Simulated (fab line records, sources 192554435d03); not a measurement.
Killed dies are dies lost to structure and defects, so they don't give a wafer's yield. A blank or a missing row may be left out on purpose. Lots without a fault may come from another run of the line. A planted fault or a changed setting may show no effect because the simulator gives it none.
One fault seen from 2 desks | flow n5_finfet | each desk has only its own numbers; what lay behind them comes last

THE METROLOGY DESK
What the gauges read, lot by lot, whatever tool the lot ran on: means of the sampled wafers that have a number. A lot is out of limits, marked OUT, if its mean lies more than 4 standard deviations from the usual mean; the brackets give that distance.
Columns: A = M15_ILD_THK at N5_BEOL_M15_THK_MEAS_01, usual 1631 nm; B = cd_nm at N5_BEOL_M15_CD_MEAS_17, usual 361.4 nm
lot  | first seen here | A    | B
L164 | day 11 13:39    | 1643 | 361.4
L163 | day 12 00:28    | 1620 | 360.4
L165 | day 12 04:37    | 1638 | 356.8
L166 | day 12 13:59    | 1617 | 356.5
L167 | day 13 12:33    | 1656 | 360.9
L169 | day 13 16:22    | 1642 | 363.6
L170 | day 13 18:52    | 1658 | 366.0
L171 | day 14 00:08    | 1664 | 361.4
L168 | day 14 01:06    | 1620 | 365.2
L172 | day 14 12:27    | 1629 | 362.0
L180 | day 16 02:19    | 1617 | 363.9
L181 | day 16 12:22    | 1629 | 358.0
L182 | day 16 23:44    | 1625 | 363.1
This desk's finding: nothing out of limits on any of the 13 lots.

THE TOOL OWNER'S DESK: litho_track-02
The tool's own readings at N5_BEOL_M15_COAT_22 (resist thk 800 nm): means of the sampled wafers that have a number, for each lot that ran on this tool. A lot is out of limits, marked OUT, if its mean lies more than 4 standard deviations from the usual mean; the brackets give that distance.
Columns: A = spin_speed_rpm at N5_BEOL_M15_COAT_22, usual 1704.0 rpm
lot  | first seen here | A
L164 | day 11 15:16    | 1704.5
L165 | day 12 06:26    | 1705.3
L169 | day 13 17:59    | 1704.2
L171 | day 14 01:47    | 1704.2
L168 | day 14 02:44    | 1704.9
L180 | day 16 04:01    | 1493.3 (-99 or more) OUT
L181 | day 16 14:11    | 1494.5 (-99 or more) OUT
L182 | day 17 02:01    | 1493.1 (-99 or more) OUT
This desk's finding: out of limits on L180, L181, L182; first on L180, day 16 04:01 (spin_speed_rpm at N5_BEOL_M15_COAT_22). In limits: L164, L165, L169, L171, L168.

PUT TOGETHER
The tool owner's desk could have raised an alarm at day 16 04:01, on L180, L181, L182.
The metrology desk saw nothing out of limits.
The metrology desk has L180, L181, L182 on record, within its limits.
Of the lots named, all ran N5_BEOL_M15_COAT_22 on litho_track-02.

WHAT THE SIMULATOR HAD PUT IN
Process parameter drift: litho_track-02, from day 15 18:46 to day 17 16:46, at N5_BEOL_M15_COAT_22. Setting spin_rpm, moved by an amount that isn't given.
Lots struck among those shown: L180, L181, L182.
Hours from the fault's start to each desk's first reading out of limits: the tool owner's desk, 9.
